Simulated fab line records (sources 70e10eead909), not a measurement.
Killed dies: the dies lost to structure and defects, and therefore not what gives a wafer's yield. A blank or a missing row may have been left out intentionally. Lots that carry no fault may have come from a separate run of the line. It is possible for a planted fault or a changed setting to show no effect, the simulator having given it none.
Chamber matching	flow nandHarc	NHARC_A_STAIRCASE_ALD_420 on aldHk-02: 4 sister chambers
The step deposits SiO2, target thk 20 nm, pulse time 6 s, ald cycles 200. 4 wafers are shown with their chamber, then 9 later ones without.

== WAFERS WITH THEIR CHAMBER ==
wafer	chamber	heaterPowerW (W)
L080.5	2	514
L082.5	3	382
L083.1	1	441
L083.6	0	485

== WAFERS WITH NO CHAMBER GIVEN ==
wafer	heaterPowerW (W)
L088.2	501
L088.3	513
L088.5	402
L094.1	501
L094.4	471
L094.5	492
L095.2	403
L095.5	400
L095.6	515

== WHICH CHAMBER EACH WENT THROUGH ==
wafer	from the rows above	in truth
L088.2	can't be placed: 2 or 0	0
L088.3	can't be placed: 2 or 0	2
L088.5	can't be placed: 3 or 1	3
L094.1	can't be placed: 2 or 0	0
L094.4	can't be placed: 0 or 1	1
L094.5	can't be placed: 0 or 2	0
L095.2	can't be placed: 3 or 1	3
L095.5	can't be placed: 3 or 1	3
L095.6	2	2
Placed correctly: 1 of 9. Not placeable from these rows: 8 (in 8, the candidates include the true chamber). Wrongly placed: 0.
How it was worked out, from the rows above alone: a wafer's distance from a chamber is the root of the sum, over the readings, of the square of ((its reading less the chamber's mean) divided by the reading's scatter). The wafer belongs to the nearest chamber; if the next one is less than 2 further off, it can't be placed. The mean given for a chamber averages the wafers shown for that chamber. The scatter: root of mean squared gap, hidden wafer to nearest shown wafer, with one shown wafer a chamber.
